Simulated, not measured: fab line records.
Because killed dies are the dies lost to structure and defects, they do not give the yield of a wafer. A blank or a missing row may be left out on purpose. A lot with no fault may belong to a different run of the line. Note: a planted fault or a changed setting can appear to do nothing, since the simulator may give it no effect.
Which tool was responsible? + flow n5_finfet + Sampling: 23 lots, 69 wafers, 6 of 1938 route steps

WHAT THE GAUGES READ, wafer by wafer
Not one reading of a measure or inspect step in the record can be checked against a usual standard deviation.

EACH LOT AND THE TOOL THAT RAN IT (in order: tool; ch and the chambers of the sampled wafers; start)
| lot  | N5_BEOL_M4_HM_DEP_02         | N5_BEOL_M4_ETCH_74                 | N5_BEOL_M4_STRIP_66                | N5_BEOL_M4_STRIP_97                           | N5_BEOL_M4_SPUTTER_81        | N5_BEOL_M4_ANNEAL_87         |
|------|------------------------------|------------------------------------|------------------------------------|-----------------------------------------------|------------------------------|------------------------------|
| L075 | pvd_sputter-02, day 7 05:54  | rie_diel-06 ch 2,3, day 7 06:27    | rie_diel-06 ch 2,3, day 7 06:38    | rie_diel-04 ch 0,1,3, day 7 13:14 or earlier  | pvd_sputter-01, day 7 13:14  | pvd_sputter-01, day 7 13:32  |
| L074 | pvd_sputter-02, day 7 06:00  | rie_diel-06 ch 0,2, day 7 06:41    | rie_diel-06 ch 0,2, day 7 06:52    | rie_diel-02 ch 0,2,3, day 7 10:24 or earlier  | pvd_sputter-02, day 7 10:24  | pvd_sputter-02, day 7 10:42  |
| L076 | pvd_sputter-03, day 7 12:32  | rie_diel-04 ch 0,1, day 7 13:25    | rie_diel-04 ch 0,1, day 7 13:35    | rie_diel-06 ch 2,3, day 7 16:41 or earlier    | pvd_sputter-01, day 7 16:41  | pvd_sputter-01, day 7 16:59  |
| L077 | pvd_sputter-01, day 8 01:02  | rie_diel-04 ch 0,3, day 8 01:35    | rie_diel-04 ch 0,3, day 8 01:46    | rie_diel-04 ch 0,2,3, day 8 09:17 or earlier  | pvd_sputter-01, day 8 09:17  | pvd_sputter-01, day 8 09:35  |
| L078 | pvd_sputter-01, day 8 10:50  | rie_diel-06 ch 0,2, day 8 11:31    | rie_diel-06 ch 0,2, day 8 11:41    | rie_diel-02 ch 0,1, day 8 14:24 or earlier    | pvd_sputter-03, day 8 14:24  | pvd_sputter-03, day 8 14:42  |
| L079 | pvd_sputter-01, day 8 13:01  | rie_diel-02 ch 2,3, day 8 13:34    | rie_diel-02 ch 2,3, day 8 13:44    | rie_diel-06 ch 0,2,3, day 8 17:12 or earlier  | pvd_sputter-02, day 8 17:12  | pvd_sputter-02, day 8 17:30  |
| L080 | pvd_sputter-02, day 8 14:40  | rie_diel-06 ch 0,2,3, day 8 15:14  | rie_diel-06 ch 0,2,3, day 8 15:24  | rie_diel-04 ch 1,2, day 8 22:23 or earlier    | pvd_sputter-01, day 8 22:23  | pvd_sputter-01, day 8 22:41  |
| L083 | pvd_sputter-02, day 9 05:06  | rie_diel-04 ch 2,3, day 9 06:02    | rie_diel-04 ch 2,3, day 9 06:12    | rie_diel-06 ch 1,2,3, day 9 11:44 or earlier  | pvd_sputter-03, day 9 11:44  | pvd_sputter-03, day 9 12:02  |
| L082 | pvd_sputter-01, day 9 08:17  | rie_diel-04 ch 1,2,3, day 9 08:50  | rie_diel-04 ch 1,2,3, day 9 09:01  | rie_diel-06 ch 1,2, day 9 14:40 or earlier    | pvd_sputter-03, day 9 14:40  | pvd_sputter-03, day 9 14:58  |
| L084 | pvd_sputter-01, day 9 08:43  | rie_diel-06 ch 1,2,3, day 9 09:24  | rie_diel-06 ch 1,2,3, day 9 09:35  | rie_diel-06 ch 1,3, day 9 15:18 or earlier    | pvd_sputter-02, day 9 15:18  | pvd_sputter-02, day 9 15:36  |
| L085 | pvd_sputter-01, day 9 20:39  | rie_diel-06 ch 1,2, day 9 21:28    | rie_diel-06 ch 1,2, day 9 21:38    | rie_diel-06 ch 2,3, day 10 03:50 or earlier   | pvd_sputter-01, day 10 03:50 | pvd_sputter-01, day 10 04:08 |
| L086 | pvd_sputter-01, day 10 05:46 | rie_diel-04 ch 0,1,3, day 10 06:20 | rie_diel-04 ch 0,1,3, day 10 06:30 | rie_diel-04 ch 0,1,3, day 10 10:51 or earlier | pvd_sputter-01, day 10 10:51 | pvd_sputter-01, day 10 11:09 |
| L087 | pvd_sputter-03, day 10 11:43 | rie_diel-04 ch 0,1,2, day 10 12:50 | rie_diel-04 ch 0,1,2, day 10 13:01 | rie_diel-02 ch 0,1, day 10 17:53 or earlier   | pvd_sputter-03, day 10 17:53 | pvd_sputter-03, day 10 18:11 |
| L090 | pvd_sputter-01, day 10 21:00 | rie_diel-02 ch 0,2, day 10 21:51   | rie_diel-02 ch 0,2, day 10 22:02   | rie_diel-02 ch 1,2, day 11 03:01 or earlier   | pvd_sputter-03, day 11 03:01 | pvd_sputter-03, day 11 03:19 |
| L088 | pvd_sputter-02, day 10 22:11 | rie_diel-04 ch 0,1,2, day 10 23:05 | rie_diel-04 ch 0,1,2, day 10 23:16 | rie_diel-06 ch 0,2, day 11 03:14 or earlier   | pvd_sputter-01, day 11 03:14 | pvd_sputter-01, day 11 03:32 |
| L091 | pvd_sputter-03, day 11 04:30 | rie_diel-04 ch 1,2,3, day 11 05:03 | rie_diel-04 ch 1,2,3, day 11 05:14 | rie_diel-06 ch 0,2, day 11 11:23 or earlier   | pvd_sputter-02, day 11 11:23 | pvd_sputter-02, day 11 11:41 |
| L089 | pvd_sputter-01, day 11 09:47 | rie_diel-04 ch 1,2,3, day 11 10:29 | rie_diel-04 ch 1,2,3, day 11 10:40 | rie_diel-06 ch 0,2,3, day 11 14:07 or earlier | pvd_sputter-03, day 11 14:07 | pvd_sputter-03, day 11 14:26 |
| L092 | pvd_sputter-01, day 11 12:32 | rie_diel-06 ch 0,2,3, day 11 13:41 | rie_diel-06 ch 0,2,3, day 11 13:52 | rie_diel-04 ch 0,2, day 11 19:15 or earlier   | pvd_sputter-02, day 11 19:15 | pvd_sputter-02, day 11 19:33 |
| L093 | pvd_sputter-03, day 11 19:58 | rie_diel-02 ch 0,1, day 11 20:59   | rie_diel-02 ch 0,1, day 11 21:10   | rie_diel-04 ch 0,3, day 12 02:10 or earlier   | pvd_sputter-03, day 12 02:10 | pvd_sputter-03, day 12 02:28 |
| L094 | pvd_sputter-03, day 12 01:05 | rie_diel-04 ch 0,3, day 12 01:45   | rie_diel-04 ch 0,3, day 12 01:56   | rie_diel-06 ch 1,3, day 12 06:47 or earlier   | pvd_sputter-02, day 12 06:47 | pvd_sputter-02, day 12 07:05 |
| L095 | pvd_sputter-03, day 12 08:13 | rie_diel-02 ch 0,1, day 12 08:47   | rie_diel-02 ch 0,1, day 12 08:57   | rie_diel-04 ch 0,1,3, day 12 14:01 or earlier | pvd_sputter-02, day 12 14:01 | pvd_sputter-02, day 12 14:19 |
| L096 | pvd_sputter-01, day 12 23:34 | rie_diel-04 ch 0,2,3, day 13 00:14 | rie_diel-04 ch 0,2,3, day 13 00:25 | rie_diel-04 ch 0,1,2, day 13 04:53 or earlier | pvd_sputter-02, day 13 04:53 | pvd_sputter-02, day 13 05:11 |
| L097 | pvd_sputter-01, day 13 00:47 | rie_diel-04 ch 0,2,3, day 13 01:21 | rie_diel-04 ch 0,2,3, day 13 01:31 | rie_diel-04 ch 1,2, day 13 07:26 or earlier   | pvd_sputter-02, day 13 07:26 | pvd_sputter-02, day 13 07:44 |
- N5_BEOL_M4_HM_DEP_02: deposits TiN, target thk 20 nm.
- N5_BEOL_M4_ETCH_74: etches underlayer in N2/H2, target depth 6.5 nm, time 5.2 s.
- N5_BEOL_M4_STRIP_66: strips in CF4.
- N5_BEOL_M4_STRIP_97: strips in N2/H2, time 10 s.
- N5_BEOL_M4_SPUTTER_81: material Cu, target thk 4.5 nm, time 8.29 s.
- N5_BEOL_M4_ANNEAL_87: time 240 s.

WHAT THE TOOLS THEMSELVES READ (means of the sampled wafers that have a number; where no wafer has one, the mark that the record gives instead)
N5_BEOL_M4_HM_DEP_02.
| lot  | tool           | throttle_valve_pct (%) |
|------|----------------|------------------------|
| L075 | pvd_sputter-02 | 28.9                   |
| L074 | pvd_sputter-02 | 28.8                   |
| L076 | pvd_sputter-03 | 29.9                   |
| L077 | pvd_sputter-01 | 29.3                   |
| L078 | pvd_sputter-01 | 29.7                   |
| L079 | pvd_sputter-01 | 29.5                   |
| L080 | pvd_sputter-02 | 28.6                   |
| L083 | pvd_sputter-02 | 29.3                   |
| L082 | pvd_sputter-01 | 29.0                   |
| L084 | pvd_sputter-01 | 28.9                   |
| L085 | pvd_sputter-01 | 29.4                   |
| L086 | pvd_sputter-01 | 29.2                   |
| L087 | pvd_sputter-03 | 31.0                   |
| L090 | pvd_sputter-01 | 28.9                   |
| L088 | pvd_sputter-02 | 29.6                   |
| L091 | pvd_sputter-03 | 30.2                   |
| L089 | pvd_sputter-01 | 29.6                   |
| L092 | pvd_sputter-01 | 29.7                   |
| L093 | pvd_sputter-03 | 31.3                   |
| L094 | pvd_sputter-03 | 31.3                   |
| L095 | pvd_sputter-03 | 30.1                   |
| L096 | pvd_sputter-01 | 29.4                   |
| L097 | pvd_sputter-01 | 29.1                   |

N5_BEOL_M4_ETCH_74.
| lot  | tool        | drypump_motor_current_A (A) | etch_rf_on_time_s (s) | n2_flow_sccm (sccm) | oes_product_au (a.u.) | rf_vpp_V (V) | showerhead_plenum_p_Torr (Torr) | throttle_valve_pct (%) |
|------|-------------|-----------------------------|-----------------------|---------------------|-----------------------|--------------|---------------------------------|------------------------|
| L075 | rie_diel-06 | 5.7                         | 5.27                  | 199.6               | 0.60                  | 522.2        | 2.48                            | 18.30                  |
| L074 | rie_diel-06 | 5.7                         | 5.02                  | 199.8               | 0.60                  | 526.1        | 2.53                            | 18.02                  |
| L076 | rie_diel-04 | 5.7                         | 5.05                  | 200.7               | 0.74                  | 523.3        | 2.54                            | 17.82                  |
| L077 | rie_diel-04 | 5.8                         | 5.25                  | 199.9               | 0.63                  | 523.1        | 2.49                            | 17.98                  |
| L078 | rie_diel-06 | 5.5                         | 5.07                  | 200.1               | 0.61                  | 521.8        | 2.47                            | 18.07                  |
| L079 | rie_diel-02 | 5.5                         | 5.15                  | 200.3               | 0.68                  | 526.4        | 2.62                            | 17.82                  |
| L080 | rie_diel-06 | 5.7                         | 5.14                  | 200.1               | 0.59                  | 524.1        | 2.49                            | 18.18                  |
| L083 | rie_diel-04 | 5.9                         | 5.21                  | 200.2               | 0.61                  | 523.1        | 2.49                            | 18.04                  |
| L082 | rie_diel-04 | 5.8                         | 5.19                  | 200.2               | 0.66                  | 523.3        | 2.50                            | 17.99                  |
| L084 | rie_diel-06 | 5.8                         | 5.27                  | 200.8               | 0.59                  | 522.6        | 2.50                            | 18.23                  |
| L085 | rie_diel-06 | 5.6                         | 5.14                  | 200.5               | 0.60                  | 521.6        | 2.47                            | 18.13                  |
| L086 | rie_diel-04 | 5.8                         | 5.14                  | 200.0               | 0.66                  | 521.8        | 2.51                            | 17.93                  |
| L087 | rie_diel-04 | 6.0                         | 5.15                  | 200.6               | 0.67                  | 523.1        | 2.48                            | 17.85                  |
| L090 | rie_diel-02 | 5.2                         | 5.24                  | 200.6               | 0.67                  | 523.7        | 2.55                            | 18.03                  |
| L088 | rie_diel-04 | 6.0                         | 5.10                  | 199.8               | 0.67                  | 523.2        | 2.48                            | 17.86                  |
| L091 | rie_diel-04 | 5.8                         | 5.16                  | 200.6               | 0.65                  | 523.1        | 2.50                            | 18.00                  |
| L089 | rie_diel-04 | 5.8                         | 5.17                  | 199.6               | 0.64                  | 523.6        | 2.50                            | 18.02                  |
| L092 | rie_diel-06 | 5.7                         | 5.11                  | 199.5               | 0.74                  | 522.1        | 2.49                            | 17.90                  |
| L093 | rie_diel-02 | 5.4                         | 5.15                  | 200.1               | 0.67                  | 526.3        | 2.59                            | 18.12                  |
| L094 | rie_diel-04 | 6.0                         | 5.36                  | 200.3               | 0.61                  | 521.9        | 2.45                            | 17.90                  |
| L095 | rie_diel-02 | 5.4                         | 5.20                  | 199.8               | 0.66                  | 526.5        | 2.59                            | 18.12                  |
| L096 | rie_diel-04 | 6.1                         | 5.27                  | 200.2               | 0.60                  | 521.3        | 2.45                            | 17.96                  |
| L097 | rie_diel-04 | 6.1                         | 5.32                  | 200.0               | 0.60                  | 522.1        | 2.45                            | 17.96                  |

N5_BEOL_M4_STRIP_66.
| lot  | tool        | drypump_motor_current_A (A) | oes_product_au (a.u.) | rf_vpp_V (V) | showerhead_plenum_p_Torr (Torr) | throttle_valve_pct (%) |
|------|-------------|-----------------------------|-----------------------|--------------|---------------------------------|------------------------|
| L075 | rie_diel-06 | 5.7                         | 0.70                  | 270.3        | 1.74                            | 14.02                  |
| L074 | rie_diel-06 | 5.7                         | 0.68                  | 271.0        | 1.77                            | 13.76                  |
| L076 | rie_diel-04 | 5.6                         | 0.84                  | 272.2        | 1.79                            | 13.53                  |
| L077 | rie_diel-04 | 5.8                         | 0.74                  | 270.3        | 1.78                            | 13.83                  |
| L078 | rie_diel-06 | 5.5                         | 0.69                  | 270.5        | 1.73                            | 13.78                  |
| L079 | rie_diel-02 | 5.5                         | 0.79                  | 271.8        | 1.85                            | 13.50                  |
| L080 | rie_diel-06 | 5.7                         | 0.69                  | 270.7        | 1.75                            | 13.93                  |
| L083 | rie_diel-04 | 5.8                         | 0.72                  | 271.3        | 1.77                            | 13.86                  |
| L082 | rie_diel-04 | 5.8                         | 0.76                  | 270.6        | 1.77                            | 13.71                  |
| L084 | rie_diel-06 | 5.8                         | 0.69                  | 271.3        | 1.76                            | 14.00                  |
| L085 | rie_diel-06 | 5.6                         | 0.70                  | 270.5        | 1.74                            | 13.88                  |
| L086 | rie_diel-04 | 5.7                         | 0.77                  | 270.6        | 1.78                            | 13.72                  |
| L087 | rie_diel-04 | 5.9                         | 0.77                  | 271.1        | 1.75                            | 13.60                  |
| L090 | rie_diel-02 | 5.2                         | 0.79                  | 271.1        | 1.81                            | 13.76                  |
| L088 | rie_diel-04 | 6.0                         | 0.76                  | 271.5        | 1.75                            | 13.62                  |
| L091 | rie_diel-04 | 5.8                         | 0.75                  | 270.1        | 1.76                            | 13.75                  |
| L089 | rie_diel-04 | 5.8                         | 0.74                  | 270.9        | 1.76                            | 13.76                  |
| L092 | rie_diel-06 | 5.7                         | 0.85                  | 270.9        | 1.74                            | 13.56                  |
| L093 | rie_diel-02 | 5.4                         | 0.77                  | 271.3        | 1.83                            | 13.82                  |
| L094 | rie_diel-04 | 6.0                         | 0.73                  | 270.1        | 1.75                            | 13.78                  |
| L095 | rie_diel-02 | 5.4                         | 0.77                  | 272.7        | 1.83                            | 13.83                  |
| L096 | rie_diel-04 | 6.0                         | 0.71                  | 270.0        | 1.74                            | 13.81                  |
| L097 | rie_diel-04 | 6.0                         | 0.71                  | 269.9        | 1.74                            | 13.80                  |

N5_BEOL_M4_STRIP_97.
| lot  | tool        | drypump_motor_current_A (A) | n2_flow_sccm (sccm) | oes_product_au (a.u.) | rf_vpp_V (V) | showerhead_plenum_p_Torr (Torr) | throttle_valve_pct (%) |
|------|-------------|-----------------------------|---------------------|-----------------------|--------------|---------------------------------|------------------------|
| L075 | rie_diel-04 | 5.7                         | 199.9               | 0.81                  | 59.5         | 2.51                            | 23.66                  |
| L074 | rie_diel-02 | 5.4                         | 200.3               | 0.82                  | 60.2         | 2.59                            | 23.75                  |
| L076 | rie_diel-06 | 5.5                         | 200.2               | 0.71                  | 58.5         | 2.44                            | 23.93                  |
| L077 | rie_diel-04 | 6.1                         | 199.7               | 0.75                  | 59.2         | 2.46                            | 23.60                  |
| L078 | rie_diel-02 | 5.4                         | 199.9               | 0.83                  | 59.5         | 2.60                            | 23.91                  |
| L079 | rie_diel-06 | 5.7                         | 199.9               | 0.68                  | 58.5         | 2.49                            | 23.89                  |
| L080 | rie_diel-04 | 5.7                         | 199.4               | 0.83                  | 59.5         | 2.52                            | 23.68                  |
| L083 | rie_diel-06 | 5.8                         | 199.6               | 0.69                  | 58.1         | 2.49                            | 23.93                  |
| L082 | rie_diel-06 | 5.6                         | 200.3               | 0.70                  | 58.2         | 2.46                            | 23.86                  |
| L084 | rie_diel-06 | 6.0                         | 199.7               | 0.69                  | 58.8         | 2.56                            | 23.93                  |
| L085 | rie_diel-06 | 5.7                         | 200.2               | 0.68                  | 59.0         | 2.46                            | 24.05                  |
| L086 | rie_diel-04 | 5.7                         | 200.5               | 0.78                  | 59.7         | 2.50                            | 23.70                  |
| L087 | rie_diel-02 | 5.5                         | 199.7               | 0.75                  | 60.6         | 2.61                            | 23.87                  |
| L090 | rie_diel-02 | 5.2                         | 200.6               | 0.70                  | 58.8         | 2.54                            | 23.73                  |
| L088 | rie_diel-06 | 5.5                         | 200.1               | 0.79                  | 59.0         | 2.45                            | 23.72                  |
| L091 | rie_diel-06 | 5.8                         | 200.4               | 0.88                  | 59.5         | 2.50                            | 23.56                  |
| L089 | rie_diel-06 | 5.8                         | 199.9               | 0.86                  | 59.6         | 2.48                            | 23.67                  |
| L092 | rie_diel-04 | 6.3                         | 200.0               | 0.74                  | 59.6         | 2.43                            | 23.49                  |
| L093 | rie_diel-04 | 6.0                         | 201.1               | 0.74                  | 59.6         | 2.45                            | 23.60                  |
| L094 | rie_diel-06 | 6.0                         | 199.2               | 0.95                  | 59.0         | 2.56                            | 23.51                  |
| L095 | rie_diel-04 | 5.7                         | 199.3               | 0.76                  | 58.7         | 2.49                            | 23.72                  |
| L096 | rie_diel-04 | 6.0                         | 199.7               | 0.76                  | 59.7         | 2.47                            | 23.62                  |
| L097 | rie_diel-04 | 5.7                         | 199.6               | 0.79                  | 59.7         | 2.51                            | 23.73                  |

N5_BEOL_M4_SPUTTER_81.
| lot  | tool           | chuck_gas_flow_sccm (sccm) | throttle_valve_pct (%) |
|------|----------------|----------------------------|------------------------|
| L075 | pvd_sputter-01 | 1.27                       | 28.4                   |
| L074 | pvd_sputter-02 | 1.21                       | 28.7                   |
| L076 | pvd_sputter-01 | 1.26                       | 29.3                   |
| L077 | pvd_sputter-01 | 1.28                       | 30.4                   |
| L078 | pvd_sputter-03 | 1.33                       | 31.3                   |
| L079 | pvd_sputter-02 | 1.26                       | 29.5                   |
| L080 | pvd_sputter-01 | 1.24                       | 28.9                   |
| L083 | pvd_sputter-03 | 1.29                       | 30.1                   |
| L082 | pvd_sputter-03 | 1.30                       | 30.0                   |
| L084 | pvd_sputter-02 | 1.24                       | 29.6                   |
| L085 | pvd_sputter-01 | 1.27                       | 28.5                   |
| L086 | pvd_sputter-01 | 1.30                       | 29.4                   |
| L087 | pvd_sputter-03 | 1.24                       | 31.3                   |
| L090 | pvd_sputter-03 | 1.27                       | 31.2                   |
| L088 | pvd_sputter-01 | 1.23                       | 29.0                   |
| L091 | pvd_sputter-02 | 1.23                       | 29.6                   |
| L089 | pvd_sputter-03 | 1.21                       | 29.2                   |
| L092 | pvd_sputter-02 | 1.23                       | 28.7                   |
| L093 | pvd_sputter-03 | 1.28                       | 29.3                   |
| L094 | pvd_sputter-02 | 1.30                       | 29.4                   |
| L095 | pvd_sputter-02 | 1.32                       | 28.7                   |
| L096 | pvd_sputter-02 | 1.26                       | 29.4                   |
| L097 | pvd_sputter-02 | 1.27                       | 29.4                   |

N5_BEOL_M4_ANNEAL_87.
| lot  | tool           | heater_power_w (W) |
|------|----------------|--------------------|
| L075 | pvd_sputter-01 | 838                |
| L074 | pvd_sputter-02 | 807                |
| L076 | pvd_sputter-01 | 876                |
| L077 | pvd_sputter-01 | 874                |
| L078 | pvd_sputter-03 | 856                |
| L079 | pvd_sputter-02 | 803                |
| L080 | pvd_sputter-01 | 814                |
| L083 | pvd_sputter-03 | 879                |
| L082 | pvd_sputter-03 | 843                |
| L084 | pvd_sputter-02 | 802                |
| L085 | pvd_sputter-01 | 754                |
| L086 | pvd_sputter-01 | 852                |
| L087 | pvd_sputter-03 | 806                |
| L090 | pvd_sputter-03 | 816                |
| L088 | pvd_sputter-01 | 796                |
| L091 | pvd_sputter-02 | 794                |
| L089 | pvd_sputter-03 | 852                |
| L092 | pvd_sputter-02 | 785                |
| L093 | pvd_sputter-03 | 850                |
| L094 | pvd_sputter-02 | 771                |
| L095 | pvd_sputter-02 | 809                |
| L096 | pvd_sputter-02 | 780                |
| L097 | pvd_sputter-02 | 766                |

THE ANSWER, worked out from the rows above alone
Rule: the lots themselves supply what counts as usual. Put in order of their means at a reading, lots are off if they are a third of the lots or fewer, leave a main group of 4 or more, and stand apart from it by a gap of 3 or more times the standard deviation of the main group's means; of several such gaps the widest counts. If all means in a main group match to the digits the tables above print for the reading, that group is not used. Also off: a lot with no number at a reading for which 4 or more lots have one. Where the step has rows for the other lots, those lots are counted as sound. The gauges are gone through in route order, then the tools' own readings, and for those a lot's mean is taken as printed above. The first step at which some lot is off is used, and at that step the reading that is off furthest; a lot without a number counts as furthest.
None of the lots is off at any reading shown; this tells nothing.

WHAT THE SIMULATOR HAD PUT IN
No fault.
